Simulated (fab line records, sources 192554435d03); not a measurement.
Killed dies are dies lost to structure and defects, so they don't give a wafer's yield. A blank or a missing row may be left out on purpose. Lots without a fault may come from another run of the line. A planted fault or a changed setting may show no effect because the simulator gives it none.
Which tool did it? | flow n5_finfet | 12 lots, 36 wafers sampled, at 1 step of a route of 1938

WHAT THE GAUGES READ, wafer by wafer
N5_BEOL_M2_OVL_MEAS_12.
lot  | measured     | on         | M2_OVL (nm)
L076 | day 7 06:02  | overlay-01 | -0.5 0.3 0.0
L078 | day 7 14:25  | overlay-01 | -0.7 -0.8 -0.7
L079 | day 8 05:35  | overlay-02 | -0.5 0.5 -0.2
L083 | day 8 19:50  | overlay-02 | -0.5 0.1 -0.3
L082 | day 9 16:41  | overlay-02 | -0.4 -0.7 -0.1
L085 | day 9 19:26  | overlay-01 | 0.5 0.3 -0.2
L086 | day 9 23:14  | overlay-01 | -0.5 -0.9 -0.3
L088 | day 10 16:25 | overlay-01 | 0.0 -0.9 -1.1
L091 | day 10 23:32 | overlay-01 | -0.9 -0.5 0.1
L093 | day 11 17:11 | overlay-02 | -0.2 0.1 -0.2
L096 | day 12 02:25 | overlay-02 | -1.0 0.3 0.0
L097 | day 12 09:22 | overlay-02 | 0.7 -0.6 0.1

WHICH TOOL RAN EACH LOT (tool, then ch and the chambers of the sampled wafers, then the start)
The record holds no process step before these readings.

THE ANSWER, worked out from the rows above alone
Rule: what is usual is taken from the lots themselves. Put in order of their means at a reading, lots are off if they are a third of the lots or fewer, leave a main group of 4 or more, and stand apart from it by a gap of 3 or more times the standard deviation of the main group's means; of several such gaps the widest counts. A main group whose means are all the same, to the digits that the tables above print for the reading, isn't used. A lot without any number at a reading at which 4 lots or more have one is off too. The other lots that the step has rows for count as sound.
No lot is off at any reading shown: from this, nothing can be told.

WHAT THE SIMULATOR HAD PUT IN
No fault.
